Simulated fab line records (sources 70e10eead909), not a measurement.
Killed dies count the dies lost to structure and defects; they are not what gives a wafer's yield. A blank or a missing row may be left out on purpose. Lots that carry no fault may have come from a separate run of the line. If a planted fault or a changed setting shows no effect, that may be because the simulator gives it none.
Problem report, 8D (eight disciplines) form, completed by code + flow nand_harc + the parts of the form that need people (team, actions taken, sign-off) are left out

== 1. PROBLEM STATEMENT ==
Mean of sort_bin_2_pct at NHARC_END_SORT_01: 97.0 % across 4 wafers in 3 lots; on wafers with no fault it is 1.4 % (standard deviation 0.62). So: +99 or more standard deviations from the usual mean.
Earliest sighting: wafer L348.5 on prober-02 at day 21 09:20. Wafers with a number at this step in the record: 12, from 4 lots. By rule, "out" or "out of limits" means more than 4 standard deviations away from the usual mean. The rest of the wafers with a number are treated as sound.

== 2. WHAT THIS IS AND IS NOT ==
| question                    | is                                                                                                                  | is not                                                                                          |
|-----------------------------|---------------------------------------------------------------------------------------------------------------------|-------------------------------------------------------------------------------------------------|
| which readings at this step | sort_bin_2_pct, defect_limited_yield, killed_at_array, killed_dies, sort_n_pass, sort_rim_yield_pct, sort_yield_pct | killed_at_other, killed_at_periphery, killed_open, killed_short, sort_bin_3_pct, sort_bin_4_pct |
| which lots                  | L347, L348, L349                                                                                                    | L357                                                                                            |
| which wafers of those lots  | L347.5, L348.5, L348.6, L349.5                                                                                      | L347.1, L347.3, L348.3, L349.1, L349.3                                                          |
| read on which gauges        | prober-01, prober-02                                                                                                | -                                                                                               |
| when                        | from day 21 09:20                                                                                                   | up to then (1 sound wafer); but 7 sound wafers of L347, L349, L357 came after                   |

== 3. THE SUSPECTS, EACH WITH WHAT RULES IT OUT ==
Counting: a tool at a process step up to the reading stays a suspect if it ran every lot that is out. Sound lots after the first of them don't rule it out here, since some wafers of a struck lot are sound.
- the gauge at NHARC_END_SORT_01: ruled out. 2 gauges (prober-01, prober-02) read the wafers that are out.
- pvd_sputter-01 at NHARC_A_BONDPAD_PVD_27 (deposits Cu, target thk 30 nm, time 20.49 s): kept. It ran every lot that is out, first L347 (day 20 01:37).
The count leaves pvd_sputter-01 at NHARC_A_BONDPAD_PVD_27.

== 4. THE CAUSE (what the simulator had put in) ==
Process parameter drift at NHARC_A_BONDPAD_PVD_27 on pvd_sputter-01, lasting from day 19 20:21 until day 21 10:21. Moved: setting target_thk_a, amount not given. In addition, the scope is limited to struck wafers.
After counting, this tool was the only one left.

== 5. SEQUENCE OF EFFECTS, ordered by route ==
Each row: a reading whose mean over the struck wafers that have a number lies more than 3 standard deviations from the usual. Only readings whose record carries a usual standard deviation are examined. hours: median over the lots of the time between each lot's start at the first step of this table that gives one and its start at this step. sigmas: the change, counted in usual standard deviations.
| hours | step              | reading              | usual  | on struck wafers | change | sigmas      |
|-------|-------------------|----------------------|--------|------------------|--------|-------------|
| 0     | NHARC_END_SORT_01 | defect_limited_yield | 95.4 % | 0.0              | -95.4  | -64         |
| 0     | NHARC_END_SORT_01 | killed_at_array      | 26     | 672              | +646   | +67         |
| 0     | NHARC_END_SORT_01 | killed_dies          | 31     | 677              | +646   | +65         |
| 0     | NHARC_END_SORT_01 | sort_bin_2_pct       | 1.4 %  | 97.0             | +95.5  | +99 or more |
| 0     | NHARC_END_SORT_01 | sort_n_pass          | 646    | 0                | -646   | -65         |
| 0     | NHARC_END_SORT_01 | sort_rim_yield_pct   | 94 %   | 0                | -94    | -29         |
| 0     | NHARC_END_SORT_01 | sort_yield_pct       | 95.4 % | 0.0              | -95.4  | -64         |

== 6. HOW IT WOULD HAVE BEEN CAUGHT EARLIER ==
Counted from the fault's start at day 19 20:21, it took 37 hours until the first out-of-limits reading at a measuring or inspecting step in this record, taken at day 21 09:20.
Tool readings at NHARC_A_BONDPAD_PVD_27 with a usual standard deviation given in the record: none out on any struck wafer, hence no alarm at a limit of 4 standard deviations on them.
The start of NHARC_A_BONDPAD_PVD_27 on pvd_sputter-01 came by day 21 09:20 for every one of the lots that are out (3). Tool hold at that time: it would have spared none of them.
